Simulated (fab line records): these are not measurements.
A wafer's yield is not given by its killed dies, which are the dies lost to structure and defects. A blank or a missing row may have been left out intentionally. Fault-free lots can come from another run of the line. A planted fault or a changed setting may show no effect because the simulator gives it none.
Which tool was responsible?    flow n5Finfet    28 wafers from 10 lots sampled at 5 of the route's 1938 steps

## WHAT THE GAUGES SHOWED, per wafer
N5_BEOL_M4_RC_MEAS_101.
lot   measured      on         DIBL_N (mV/V)   DIBL_P (mV/V)   IOFF_N (nA/um)     IOFF_P (nA/um)  ION_N (uA/um)  ION_P (uA/um)  SS_N (mV/dec)   SS_P (mV/dec)   VT_N (mV)    VT_P (mV)
L382  day 8 17:17   prober-01  37.9 37.5 35.9  38.4 37.2 36.3  0.208 0.182 0.166  0.24 0.23 0.22  696 671 688    472 461 474    72.1 71.8 70.9  73.4 73.3 73.4  245 247 247  -247 -248 -249
L386  day 9 06:25   prober-01  32.8 30.9 34.8  32.8 30.8 34.6  0.124 0.101 0.152  0.17 0.14 0.19  669 638 676    460 444 460    71.5 69.9 71.7  72.4 71.8 72.7  251 256 247  -251 -255 -252
L387  day 10 00:43  prober-01  36.2 37.4 35.3  37.5 38.2 36.8  0.178 0.200 0.169  0.24 0.24 0.22  685 684 686    470 469 475    71.6 71.5 70.8  72.9 73.6 72.9  246 245 247  -247 -246 -250
L389  day 10 09:34  prober-01  36.5 35.9 37.2  35.5 34.9 35.3  0.148 0.127 0.156  0.22 0.20 0.22  666 666 662    462 464 453    71.8 71.2 71.4  73.4 73.2 73.3  252 252 254  -249 -250 -246
L391  day 10 16:27  prober-01  34.5 37.3 37.2  35.2 38.2 37.7  0.134 0.171 0.164  0.16 0.20 0.20  678 684 682    463 462 461    71.0 72.0 71.2  72.7 74.3 74.1  251 247 250  -255 -254 -252
L392  day 10 18:20  prober-02  34.3 36.0       32.8 35.0       0.128 0.170        0.16 0.20       664 689        452 464        70.4 71.7       73.3 73.6       251 246      -253 -251
L393  day 11 12:53  prober-01  35.4 34.8 34.9  35.9 35.0 34.9  0.176 0.153 0.155  0.23 0.21 0.21  693 682 678    478 471 470    71.7 70.9 70.7  73.7 73.1 73.3  246 249 248  -247 -248 -250
L394  day 11 15:58  prober-02  40.4 35.7 37.5  41.2 35.2 37.8  0.250 0.151 0.180  0.28 0.19 0.21  700 672 685    466 460 466    72.0 70.9 71.6  74.0 72.9 73.3  243 250 250  -248 -254 -252
L401  day 13 17:22  prober-01  34.4 33.9 36.7  34.9 34.4 37.3  0.137 0.128 0.166  0.18 0.18 0.21  666 659 675    456 456 459    71.0 71.1 71.2  72.7 72.4 73.2  251 252 250  -253 -255 -253
L402  day 14 00:05  prober-02  31.0 37.6       29.9 38.5       0.093 0.201        0.14 0.26       657 679        459 464        69.6 71.5       71.6 73.3       255 249      -254 -248

## TOOL THAT RAN EACH LOT (tool first, then ch and the chambers of the sampled wafers, then the start)
lot   N5_BEOL_M4_ANNEAL_82         N5_BEOL_M4_ANNEAL_89         N5_BEOL_M4_ECD_50              N5_BEOL_M4_CMP_52
L382  pvdSputter-01, day 8 10:09   pvdSputter-01, day 8 10:35   ecdCu-01 ch 0,1, day 8 11:31   cmp-03 ch 0,2,3, day 8 16:26
L386  pvdSputter-03, day 9 04:04   pvdSputter-03, day 9 04:31   ecdCu-01 ch 0,1, day 9 05:26   cmp-03 ch 0,2,3, day 9 05:50
L387  pvdSputter-03, day 9 22:11   pvdSputter-03, day 9 22:37   ecdCu-02 ch 0,1, day 9 23:32   cmp-04 ch 0,2, day 9 23:55
L389  pvdSputter-01, day 10 06:34  pvdSputter-01, day 10 07:00  ecdCu-01 ch 0,1, day 10 07:55  cmp-04 ch 0,3, day 10 08:19
L391  pvdSputter-03, day 10 13:58  pvdSputter-03, day 10 14:24  ecdCu-01 ch 0,1, day 10 15:19  cmp-04 ch 0,2, day 10 15:41
L392  pvdSputter-02, day 10 15:26  pvdSputter-02, day 10 15:53  ecdCu-02 ch 0,1, day 10 16:46  cmp-03 ch 0,3, day 10 17:16
L393  pvdSputter-01, day 11 10:26  pvdSputter-01, day 11 10:53  ecdCu-02 ch 0,1, day 11 11:48  cmp-03 ch 0,1,3, day 11 12:19
L394  pvdSputter-01, day 11 13:17  pvdSputter-01, day 11 13:43  ecdCu-02 ch 0,1, day 11 14:38  cmp-02 ch 0,1,3, day 11 15:17
L401  pvdSputter-02, day 13 13:16  pvdSputter-02, day 13 13:42  ecdCu-02 ch 0,1, day 13 14:37  cmp-03 ch 0,1, day 13 16:29
L402  pvdSputter-01, day 13 21:32  pvdSputter-01, day 13 21:59  ecdCu-02 ch 1, day 13 22:54    cmp-02 ch 0, day 13 23:16
- N5_BEOL_M4_ANNEAL_82: time 240 s.
- N5_BEOL_M4_ANNEAL_89: time 240 s.
- N5_BEOL_M4_ECD_50: material Cu, target thk 300 nm.
- N5_BEOL_M4_CMP_52: polishes, stops on SiOC, t overpolish 6.8 s, target thk 40 nm.

## WHAT THE TOOLS THEMSELVES READ (means of the sampled wafers that have a number; where no wafer has one, the mark that the record gives instead)
N5_BEOL_M4_ANNEAL_82.
lot   tool           heaterPowerW (W)
L382  pvdSputter-01  816
L386  pvdSputter-03  790
L387  pvdSputter-03  778
L389  pvdSputter-01  841
L391  pvdSputter-03  772
L392  pvdSputter-02  767
L393  pvdSputter-01  837
L394  pvdSputter-01  847
L401  pvdSputter-02  883
L402  pvdSputter-01  740

N5_BEOL_M4_ANNEAL_89.
lot   tool           heaterPowerW (W)
L382  pvdSputter-01  833
L386  pvdSputter-03  809
L387  pvdSputter-03  775
L389  pvdSputter-01  850
L391  pvdSputter-03  798
L392  pvdSputter-02  758
L393  pvdSputter-01  822
L394  pvdSputter-01  839
L401  pvdSputter-02  870
L402  pvdSputter-01  754

N5_BEOL_M4_CMP_52.
lot   tool    clearingPlatenRpm (rpm)  motorCurrentA (A)  platenRpm (rpm)  timeToEndpointS (s)
L382  cmp-03  49.992                   5.7                50.00            63
L386  cmp-03  50.001                   5.6                49.97            64
L387  cmp-04  50.026                   6.2                50.01            63
L389  cmp-04  50.021                   6.2                50.02            57
L391  cmp-04  50.001                   6.4                50.02            65
L392  cmp-03  49.978                   6.0                50.04            62
L393  cmp-03  49.973                   6.1                50.03            65
L394  cmp-02  49.983                   5.9                50.02            61
L401  cmp-03  49.977                   5.8                49.97            68
L402  cmp-02  49.999                   6.3                50.00            72

## THE ANSWER, worked out from the rows above alone
Rule: usual is defined by the lots themselves. Put in order of their means at a reading, lots are off if they are a third of the lots or fewer, leave a main group of 4 or more, and stand apart from it by a gap of 3 or more times the standard deviation of the main group's means; of several such gaps the widest counts. The tables above print the reading to a certain number of digits; a main group whose means all agree to those digits is not used. Also off: a lot with no number at a reading for which 4 or more lots have one. Any other lot the step has rows for is counted as sound. Order of review: gauges by route order, followed by the tools' own readings, for which a lot's mean as printed above is used. The first step at which some lot is off is used, and at that step the reading that is off furthest; a lot without a number counts as furthest.
No lot is off at any reading shown: from this, nothing can be told.

## WHAT THE SIMULATOR HAD PUT IN
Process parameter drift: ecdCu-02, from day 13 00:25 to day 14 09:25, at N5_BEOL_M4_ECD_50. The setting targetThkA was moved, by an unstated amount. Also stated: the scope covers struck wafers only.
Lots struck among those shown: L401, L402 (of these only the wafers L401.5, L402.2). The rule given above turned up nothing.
